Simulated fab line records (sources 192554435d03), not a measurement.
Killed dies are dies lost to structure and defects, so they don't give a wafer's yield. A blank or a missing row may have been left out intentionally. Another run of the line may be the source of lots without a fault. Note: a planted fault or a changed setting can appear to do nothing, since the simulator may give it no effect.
Split-lot study || flow n5Finfet || 7 lots, 21 wafers read, on a route of 1938 steps

THE SPLIT ITSELF
At N5_BEOL_M12_COAT_58 (time 60 s, resist thk 89 nm), the setting spinRpm was moved away from the recipe's 1500 rpm on 6 of the 21 wafers read, by -10.9% to +8.7%. All remaining wafers had this setting at the recipe value.

THE PATH FROM SPLIT TO READING: the file shows 1 step between them
- N5_BEOL_M12_DESCUM_15: chemistry O2, time 7.9 s (also split here: timeS)

THE READING
etch.depthNm (the simulator's own value, which no gauge read), in nm, at N5_BEOL_M12_ETCH_59 (etches BARC in N2/H2, target depth 89 nm, overetch 26.7 nm, time 67.9 s). No usual value for it is given in the file. Here, 15 wafers ran the recipe; their average is 89.20 nm with a standard deviation of 0.27 nm.

{"wafer": "L076.3", "tool, chamber at the split": "lithoTrack-03, 0", "spinRpm as run, rpm": 1500, "against the recipe": "recipe", "etch.depthNm, nm": 88.97, "against lot-mates on the recipe": "-"}
{"wafer": "L076.4", "tool, chamber at the split": "lithoTrack-03, 0", "spinRpm as run, rpm": 1500, "against the recipe": "recipe", "etch.depthNm, nm": 88.92, "against lot-mates on the recipe": "-"}
{"wafer": "L076.5", "tool, chamber at the split": "lithoTrack-03, 0", "spinRpm as run, rpm": 1630, "against the recipe": "+8.7%", "etch.depthNm, nm": 85.31, "against lot-mates on the recipe": -3.63}
{"wafer": "L079.1", "tool, chamber at the split": "lithoTrack-02, 0", "spinRpm as run, rpm": 1500, "against the recipe": "recipe", "etch.depthNm, nm": 88.95, "against lot-mates on the recipe": "-"}
{"wafer": "L079.3", "tool, chamber at the split": "lithoTrack-02, 0", "spinRpm as run, rpm": 1609, "against the recipe": "+7.3%", "etch.depthNm, nm": 85.65, "against lot-mates on the recipe": -3.30}
{"wafer": "L079.5", "tool, chamber at the split": "lithoTrack-02, 0", "spinRpm as run, rpm": 1609, "against the recipe": "+7.3%", "etch.depthNm, nm": 85.88, "against lot-mates on the recipe": -3.07}
{"wafer": "L084.1", "tool, chamber at the split": "lithoTrack-05, 0", "spinRpm as run, rpm": 1500, "against the recipe": "recipe", "etch.depthNm, nm": 89.37, "against lot-mates on the recipe": "-"}
{"wafer": "L084.2", "tool, chamber at the split": "lithoTrack-05, 0", "spinRpm as run, rpm": 1500, "against the recipe": "recipe", "etch.depthNm, nm": 89.49, "against lot-mates on the recipe": "-"}
{"wafer": "L084.4", "tool, chamber at the split": "lithoTrack-05, 0", "spinRpm as run, rpm": 1500, "against the recipe": "recipe", "etch.depthNm, nm": 89.49, "against lot-mates on the recipe": "-"}
{"wafer": "L085.2", "tool, chamber at the split": "lithoTrack-02, 0", "spinRpm as run, rpm": 1337, "against the recipe": "-10.9%", "etch.depthNm, nm": 94.52, "against lot-mates on the recipe": "+5.04"}
{"wafer": "L085.3", "tool, chamber at the split": "lithoTrack-02, 0", "spinRpm as run, rpm": 1500, "against the recipe": "recipe", "etch.depthNm, nm": 89.48, "against lot-mates on the recipe": "-"}
{"wafer": "L085.4", "tool, chamber at the split": "lithoTrack-02, 0", "spinRpm as run, rpm": 1337, "against the recipe": "-10.9%", "etch.depthNm, nm": 94.5, "against lot-mates on the recipe": "+5.02"}
{"wafer": "L086.2", "tool, chamber at the split": "lithoTrack-02, 0", "spinRpm as run, rpm": 1500, "against the recipe": "recipe", "etch.depthNm, nm": 88.84, "against lot-mates on the recipe": "-"}
{"wafer": "L086.3", "tool, chamber at the split": "lithoTrack-02, 0", "spinRpm as run, rpm": 1500, "against the recipe": "recipe", "etch.depthNm, nm": 88.8, "against lot-mates on the recipe": "-"}
{"wafer": "L086.6", "tool, chamber at the split": "lithoTrack-02, 0", "spinRpm as run, rpm": 1500, "against the recipe": "recipe", "etch.depthNm, nm": 89.02, "against lot-mates on the recipe": "-"}
{"wafer": "L089.1", "tool, chamber at the split": "lithoTrack-05, 0", "spinRpm as run, rpm": 1500, "against the recipe": "recipe", "etch.depthNm, nm": 89.55, "against lot-mates on the recipe": "-"}
{"wafer": "L089.3", "tool, chamber at the split": "lithoTrack-05, 0", "spinRpm as run, rpm": 1500, "against the recipe": "recipe", "etch.depthNm, nm": 89.42, "against lot-mates on the recipe": "-"}
{"wafer": "L089.5", "tool, chamber at the split": "lithoTrack-05, 0", "spinRpm as run, rpm": 1500, "against the recipe": "recipe", "etch.depthNm, nm": 89.52, "against lot-mates on the recipe": "-"}
{"wafer": "L092.1", "tool, chamber at the split": "lithoTrack-02, 0", "spinRpm as run, rpm": 1458, "against the recipe": "-2.8%", "etch.depthNm, nm": 90.21, "against lot-mates on the recipe": "+1.08"}
{"wafer": "L092.3", "tool, chamber at the split": "lithoTrack-02, 0", "spinRpm as run, rpm": 1500, "against the recipe": "recipe", "etch.depthNm, nm": 88.97, "against lot-mates on the recipe": "-"}
{"wafer": "L092.4", "tool, chamber at the split": "lithoTrack-02, 0", "spinRpm as run, rpm": 1500, "against the recipe": "recipe", "etch.depthNm, nm": 89.28, "against lot-mates on the recipe": "-"}

FIT RESULTS
A straight line over all 21 wafers: etch.depthNm changes by -0.475 nm for each +1% of spinRpm; r = -0.99; the points scatter about the line by 0.27 nm.
The same after taking each lot's own level away (the mean of its wafers on the recipe; 21 wafers): -0.448 nm for each +1%; r = -1.00; scatter 0.12 nm.
The reading moves by 4.9 nm for the largest change in spinRpm, on that fit.
The lots' own levels span 88.887 to 89.497 nm, that is 2.2 times the standard deviation above.
Consequently the slope shifts little with the lot-to-lot level, the two slopes agreeing.
Check: for one of the wafers moved furthest among these (-10.9%), held out of the fit, the line's prediction against its lot-mates is +4.82 nm. Against them it came out at +5.04 nm.

OTHER SPLITS ON THESE WAFERS
These wafers also went through other splits before the reading. Each is held against what the fit with the lots' levels taken away leaves over:
{"other split on the same wafers": "N5_BEOL_M9_DEGAS_44 tempC", "wafers away from the commonest value": 4, "r with etch.depthNm (lot level and that fit taken away)": -0.20}
{"other split on the same wafers": "N5_BEOL_M11_PECVD_70 tempC", "wafers away from the commonest value": 7, "r with etch.depthNm (lot level and that fit taken away)": "+0.02"}
{"other split on the same wafers": "N5_BEOL_M12_DESCUM_15 timeS", "wafers away from the commonest value": 9, "r with etch.depthNm (lot level and that fit taken away)": -0.13}

THE WHOLE CHAIN: every reading that the file lists as answering this split, in the file's order
{"step": "N5_BEOL_M12_COAT_58", "what it does": "time 60 s, resist thk 89 nm", "reading": "BARC_of_BEOL_M12_COAT_58.thkNm (the simulator's own value, which no gauge read)", "change (the file's fit)": "-0.452 nm for each +1% of the setting", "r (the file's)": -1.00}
{"step": "N5_BEOL_M12_ETCH_59", "what it does": "etches BARC in N2/H2, target depth 89 nm, overetch 26.7 nm, time 67.9 s", "reading": "etch.depthNm (the simulator's own value, which no gauge read)", "change (the file's fit)": "-0.443 nm for each +1% of the setting", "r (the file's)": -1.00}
{"step": "N5_BEOL_M12_STRIP_64", "what it does": "strips in N2/H2", "reading": "stripTimeToEndpointS", "change (the file's fit)": "withheld for each +1% of the setting", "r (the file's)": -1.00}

THE FILE'S OWN FIT
etch.depthNm changes by -0.443 nm for each +1% of spinRpm, r = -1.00.
